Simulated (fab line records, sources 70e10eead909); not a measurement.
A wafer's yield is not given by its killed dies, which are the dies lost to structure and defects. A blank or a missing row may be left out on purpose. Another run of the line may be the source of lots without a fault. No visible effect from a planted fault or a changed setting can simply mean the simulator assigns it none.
Struck lot and sound lot, side by side ; flow nandHarc ; 14 steps out of a route of 1159
Sound: the wafers L176.2, L176.4, L176.6. The struck wafers were L185.2, L185.4, L185.6. Last of all comes the cause.
For every step that has rows: the tool of each side, followed by ch and its chambers, followed by its first start. Under that, the readings that differ: sound wafers ; struck wafers ; difference of the means ; sigmas: that difference in standard deviations of wafers without a fault.
alike: a reading whose means differ by less than 2 such deviations, as well as words and numbers matching on both sides. not compared: withheld readings; readings where some wafer has no value; bounds like >300 that might hide an equal value; numbers whose values overlap and for which the record gives no deviation.
A row with sigmas, a row that says differs or no value, or rows on one side alone: a step with any of these is where the two part. Numbers that don't overlap but have no deviation are shown without sigmas and don't part them. Lack of a reading on every wafer of one side parts them only where that side has two or more wafers.

NHARC_P_CONTACT_ETCH_36: etches the open film in N2/H2, target depth 260 nm, time 406.25 s.
  sound on rieDiel-13 ch 2,3; struck on rieDiel-13 ch 0,1
reading;sound;struck;difference;sigmas
drypumpMotorCurrentA (A);5.2 5.2 5.6;6.5 5.7 6.5;+0.9;+2
rfVppV (V);429.7 428.8 426.8;433.5 434.2 434.8;+5.7;+2
showerheadPlenumPTorr (Torr);2.00 2.00 1.92;2.19 2.14 2.19;+0.20;+2
  alike: mfcArSccm, oesProductAu, throttleValvePct
  not compared: rfHoursCounterH
NHARC_P_CONTACT_ETCH_18: etches the open film in C4F8/O2/Ar, target depth 481 nm, time 240.5 s.
  sound on rieDiel-13 ch 0,2,3; struck on rieDiel-13 ch 0,1
  alike: oesProductAu, rfVppV
  not compared: rfHoursCounterH
then, 2 steps without rows for these wafers: NHARC_P_CONTACT_STRIP_37 (strips in C4F8/O2/Ar); NHARC_P_CONTACT_ETCH_31 (etches the open film in CH3F/O2, target depth 30 nm, time 85.7 s).
NHARC_P_CONTACT_CD_MEAS_19:
  sound: cdSem-03 at day 6 13:53; struck: cdSem-03 at day 9 00:42
  alike: cdNm
then, 2 steps without rows for these wafers: NHARC_P_CONTACT_STRIP_28 (strips in O2); NHARC_P_CONTACT_STRIP_29 (strips in post etch residue remover, time 1200 s).
NHARC_P_CONTACT_DEGAS_38: time 60 s.
  sound: pvdSputter-02 at day 6 14:37; struck: pvdSputter-02 at day 9 01:26
  alike: heaterPowerW
then, 2 steps without rows for these wafers: NHARC_P_CONTACT_PRE_CLEAN_39 (time 19.5 s); NHARC_P_CONTACT_PVD_32 (deposits Ti, target thk 5 nm, time 17.7 s).
NHARC_P_CONTACT_ALD_22: deposits TiN, target thk 3 nm, pulse time 1 s, ald cycles 150.
  sound on aldMetal-04 ch 0,2, day 6 14:52; struck on aldMetal-04 ch 1,2,3, day 9 01:43
  alike: heaterPowerW, precursorPulseHeightRel
NHARC_P_CONTACT_CVD_23: deposits W, target thk 200 nm, time 557 s.
  sound on cvdW-01 ch 0,1; struck on cvdW-02 ch 0,1
  alike: heaterPowerW, mfcArSccm, throttleValvePct
NHARC_P_CONTACT_CMP_24: polishes, t overpolish 30 s, target thk 200 nm.
  sound on cmp-03 ch 0,2, day 6 21:26; struck on cmp-03 ch 0,1,2, day 9 06:08
reading;sound;struck;difference;sigmas
overpolishRunS (s);29.991 29.993 29.989;10.645 9.054 9.561;-20.238;-99 or more
timeToEndpointS (s);38.9 40.7 38.4;79.0 81.0 81.1;+41.0;+16
  alike: edgeZonePressureFrac, motorCurrentA
  not compared: padLifeWafers
-- break in the record here, with 13 days between the starts of the struck wafers on either side (left off in module P_CONTACT, picked up again in module END, where the first step shown is number 1159 on the route) --
NHARC_END_SORT_01:
  only the struck wafers appear in the record here, on prober-02 ch 0 at day 22 07:36; the sound ones have no rows

## WHERE THEY PART
First at NHARC_P_CONTACT_ETCH_36; last, within this record, at NHARC_END_SORT_01.

WHY: what the simulator had put in
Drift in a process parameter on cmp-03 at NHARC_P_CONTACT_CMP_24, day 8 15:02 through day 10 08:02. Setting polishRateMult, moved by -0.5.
